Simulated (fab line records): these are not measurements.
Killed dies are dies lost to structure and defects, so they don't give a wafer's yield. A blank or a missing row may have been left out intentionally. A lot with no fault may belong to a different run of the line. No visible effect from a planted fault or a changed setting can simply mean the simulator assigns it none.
Chamber matching | flow nand_harc | 4 sister chambers for NHARC_A_STAIRCASE_ETCHBACK_157 on rie_diel-09
The step etches the open film in CH3F/O2, target depth 90 nm, time 167.14 s. 8 wafers are shown with their chamber, then 7 later ones without.

## WAFERS WITH THEIR CHAMBER
wafer  | chamber | drypump_motor_current_A (A) | throttle_valve_pct (%)
L077.3 | 3       | 5.37                        | 20.661
L077.4 | 1       | 5.44                        | 20.669
L085.4 | 3       | 5.33                        | 20.683
L089.3 | 2       | 5.83                        | 20.660
L089.4 | 1       | 5.44                        | 20.667
L089.5 | 0       | 5.28                        | 20.665
L092.1 | 2       | 5.85                        | 20.649
L092.3 | 0       | 5.29                        | 20.677

## WAFERS WHOSE CHAMBER IS MISSING
wafer  | drypump_motor_current_A (A) | throttle_valve_pct (%)
L092.4 | 5.46                        | 20.663
L093.1 | 5.28                        | 20.675
L093.3 | 5.82                        | 20.662
L093.4 | 5.33                        | 20.676
L095.1 | 5.43                        | 20.672
L095.2 | 5.35                        | 20.667
L095.3 | 5.87                        | 20.668

## WHICH CHAMBER EACH ONE RAN IN
wafer  | from the rows above     | in truth
L092.4 | 1                       | 1
L093.1 | 0                       | 0
L093.3 | 2                       | 2
L093.4 | can't be placed: 3 or 0 | 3
L095.1 | 1                       | 1
L095.2 | 3                       | 3
L095.3 | 2                       | 2
Correctly placed: 6 of 7. Unplaceable from these rows: 1, with the true chamber sitting among the candidates in 1. 0 placed wrongly.
How it was worked out, from the rows above alone: a wafer's distance from a chamber is the root of the sum, over the readings, of the square of ((its reading less the chamber's mean) divided by the reading's scatter). If the next closest chamber is less than 2 further off than the closest, the wafer can't be placed; otherwise it belongs to the closest. A chamber's mean is the mean of its shown wafers. The scatter: take each reading less its chamber's mean, square it, sum over the shown wafers, divide by the number of wafers less the number of chambers, and take the root.
